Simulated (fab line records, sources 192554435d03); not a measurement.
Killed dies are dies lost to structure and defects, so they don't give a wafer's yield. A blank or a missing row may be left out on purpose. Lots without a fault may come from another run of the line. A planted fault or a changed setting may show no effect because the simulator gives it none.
One fault seen from 3 desks | flow n5_finfet | each desk has only its own numbers; what lay behind them comes last

THE TOOL OWNER'S DESK: rie_diel-02
The tool's own readings at N5_BEOL_M14_ETCH_38 (etches SiCN in CF4/N2, target depth 106.5 nm, time 120.6 s): means of the sampled wafers that have a number, for each lot that ran on this tool. A lot is out of limits, marked OUT, if its mean lies more than 4 standard deviations from the usual mean; the brackets give that distance.
Columns: A = drypump_motor_current_A at N5_BEOL_M14_ETCH_38, usual 5.5 A; B = mfc_ar_sccm at N5_BEOL_M14_ETCH_38, usual 99.9 sccm; C = oes_product_au at N5_BEOL_M14_ETCH_38, usual 0.81 a.u.; D = rf_vpp_V at N5_BEOL_M14_ETCH_38, usual 382.6 V; E = showerhead_plenum_p_Torr at N5_BEOL_M14_ETCH_38, usual 2.22 Torr; F = throttle_valve_pct at N5_BEOL_M14_ETCH_38, usual 15.34 %
lot  | first seen here | A   | B     | C    | D     | E    | F
L382 | day 11 14:42    | 5.0 | 100.1 | 0.80 | 383.1 | 2.19 | 15.35
L391 | day 13 02:49    | 4.8 | 100.0 | 0.72 | 380.6 | 2.19 | 15.49
L388 | day 13 14:18    | 5.3 | 99.9  | 0.81 | 383.3 | 2.25 | 15.29
L402 | day 16 02:31    | 5.5 | 99.5  | 0.92 | 383.6 | 2.25 | 15.48
L403 | day 16 11:08    | 4.9 | 100.2 | 0.83 | 381.4 | 2.21 | 15.34
L404 | day 16 14:20    | 5.7 | 100.0 | 0.87 | 381.4 | 2.20 | 15.29
This desk's finding: nothing out of limits on any of the 6 lots.

THE METROLOGY DESK
What the gauges read, lot by lot, whatever tool the lot ran on: means of the sampled wafers that have a number. A lot is out of limits, marked OUT, if its mean lies more than 4 standard deviations from the usual mean; the brackets give that distance.
Columns: A = cd_nm at N5_BEOL_M14_CD_MEAS_28, usual 284.5 nm; B = M14_OVL at N5_BEOL_M14_OVL_MEAS_29, usual 0 nm; C = trench_depth_nm at N5_BEOL_M14_OCD_MEAS_35, usual 556 nm
lot  | first seen here | A     | B  | C
L382 | day 11 12:37    | 284.9 | -5 | 563
L391 | day 12 21:19    | 284.8 | 2  | 554
L388 | day 13 13:16    | 282.9 | -0 | 555
L397 | day 15 10:18    | 285.3 | -1 | 553
L402 | day 15 22:21    | 284.5 | 1  | 549
L403 | day 16 09:43    | 283.4 | -1 | 554
L404 | day 16 12:12    | 284.4 | -5 | 554
This desk's finding: nothing out of limits on any of the 7 lots.

THE DEFECT DESK
What the inspections along the route counted, lot by lot: means of the sampled wafers that have a number. A lot is out of limits, marked OUT, if its mean lies more than 4 standard deviations from the usual mean; the brackets give that distance.
Columns: A = raw_defect_count at N5_BEOL_M14_INSPECT_30, usual 2.2
lot  | first seen here | A
L382 | day 11 12:40    | 4.0
L391 | day 12 21:22    | 1.3
L388 | day 13 13:20    | 0.7
L397 | day 15 10:21    | 1.7
L402 | day 15 22:24    | 2.5
L403 | day 16 09:46    | 2.5
L404 | day 16 12:16    | 3.7
This desk's finding: nothing out of limits on any of the 7 lots.

PUT TOGETHER
The tool owner's desk saw nothing out of limits.
The metrology desk saw nothing out of limits.
The defect desk saw nothing out of limits.

WHAT THE SIMULATOR HAD PUT IN
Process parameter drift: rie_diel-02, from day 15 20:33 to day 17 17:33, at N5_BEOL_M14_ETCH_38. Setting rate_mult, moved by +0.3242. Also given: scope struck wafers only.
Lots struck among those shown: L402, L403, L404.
